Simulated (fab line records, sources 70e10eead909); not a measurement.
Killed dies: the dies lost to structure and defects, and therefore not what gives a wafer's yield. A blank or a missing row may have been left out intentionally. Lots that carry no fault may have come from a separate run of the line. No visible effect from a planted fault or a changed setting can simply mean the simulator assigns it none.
A lot that was struck, set against a sound lot :: flow nandHarc :: 14 steps out of a route of 1159
Sound: these wafers, L493.2, L493.3, L493.4. Struck: wafer L497.5 (L497.3, L497.6, from the same lot, were not struck and are left out); the cause is given at the end.
For every step that has rows: the tool of each side, followed by ch and its chambers, followed by its first start. Under that, the readings that differ: sound wafers :: struck wafers :: difference of the means :: sigmas: that difference in standard deviations of wafers without a fault.
alike: words and numbers the same on both sides, and readings whose means are apart by under 2 such deviations; not compared: readings that were withheld, readings missing a value for some wafer, numbers with overlapping values and no deviation given by the record, and bounds like >300 which may hide the same value.
Wherever a step has rows on one side only, a row that says differs or no value, or a row with sigmas, the two part there. Numbers that don't overlap but have no deviation are shown without sigmas and don't part them. A reading that every wafer of one side lacks parts them only if that side has two wafers or more.

NHARC_P_CONTACT_CD_MEAS_19:
  sound on cdSem-02 at day 5 21:05; struck on cdSem-03 at day 7 04:18
  alike: cdNm
NHARC_P_CONTACT_STRIP_28: strips in O2.
  sound on rieDiel-08 ch 0,2, day 5 21:11; struck on rieDiel-08 ch 1, day 7 04:24
  alike: chamberPressureMTorr, drypumpMotorCurrentA, oesProductAu, rfVppV, showerheadPlenumPTorr, throttleValvePct
  not compared: rfHoursCounterH
then, 1 step without rows for these wafers: NHARC_P_CONTACT_STRIP_29 (strips in post etch residue remover, time 1200 s).
NHARC_P_CONTACT_DEGAS_38: time 60 s.
  sound on pvdSputter-03 at day 5 21:52; struck on pvdSputter-01 at day 7 05:01
  alike: heaterPowerW
then, 2 steps without rows for these wafers: NHARC_P_CONTACT_PRE_CLEAN_39 (time 19.5 s); NHARC_P_CONTACT_PVD_32 (deposits Ti, target thk 5 nm, time 17.7 s).
NHARC_P_CONTACT_ALD_22: deposits TiN, target thk 3 nm, pulse time 1 s, ald cycles 150.
  sound on aldMetal-04 ch 0,1,3, day 5 22:08; struck on aldMetal-01 ch 2, day 7 05:19
  alike: heaterPowerW, precursorPulseHeightRel
NHARC_P_CONTACT_CVD_23: deposits W, target thk 200 nm, time 557 s.
  sound: cvdW-01 ch 0,1; struck: cvdW-01 ch 1
  alike: chamberPressureTorr, heaterPowerW, throttleValvePct
NHARC_P_CONTACT_CMP_24: polishes, t overpolish 30 s, target thk 200 nm.
  sound on cmp-02 ch 0,1,3, day 6 05:12; struck on cmp-03 ch 2, day 7 07:47
  alike: motorCurrentA, overpolishRunS, timeToEndpointS
following that, these wafers have no rows for 1 step: NHARC_P_CONTACT_SRD_26.
NHARC_P_CONTACT_INSPECT_27:
  sound on defectInspect-02 at day 6 05:36; struck on defectInspect-01 at day 7 08:07
reading: rawDefectCount
sound: 494 279 441
struck: 179
difference: -226
sigmas: -3
NHARC_P_M0_DEP_00: deposits SiOC, target thk 150 nm.
  sound on pecvd-04 ch 1,2, day 6 05:40; struck on pecvd-04 ch 2, day 7 08:14
reading: rfFwdPowerW (W)
sound: 599.3 598.1 597.7
struck: 693.5
difference: +95.1
sigmas: +53
  alike: chamberPressureTorr
then, 2 steps without rows for these wafers: NHARC_P_M0_DEHYDRATE_01 (time 120 s); NHARC_END_SORT_01.

WHERE THEY PART
Last at NHARC_P_M0_DEP_00 as far as this record goes, first at NHARC_P_CONTACT_INSPECT_27.

WHY: whatever the simulator had introduced
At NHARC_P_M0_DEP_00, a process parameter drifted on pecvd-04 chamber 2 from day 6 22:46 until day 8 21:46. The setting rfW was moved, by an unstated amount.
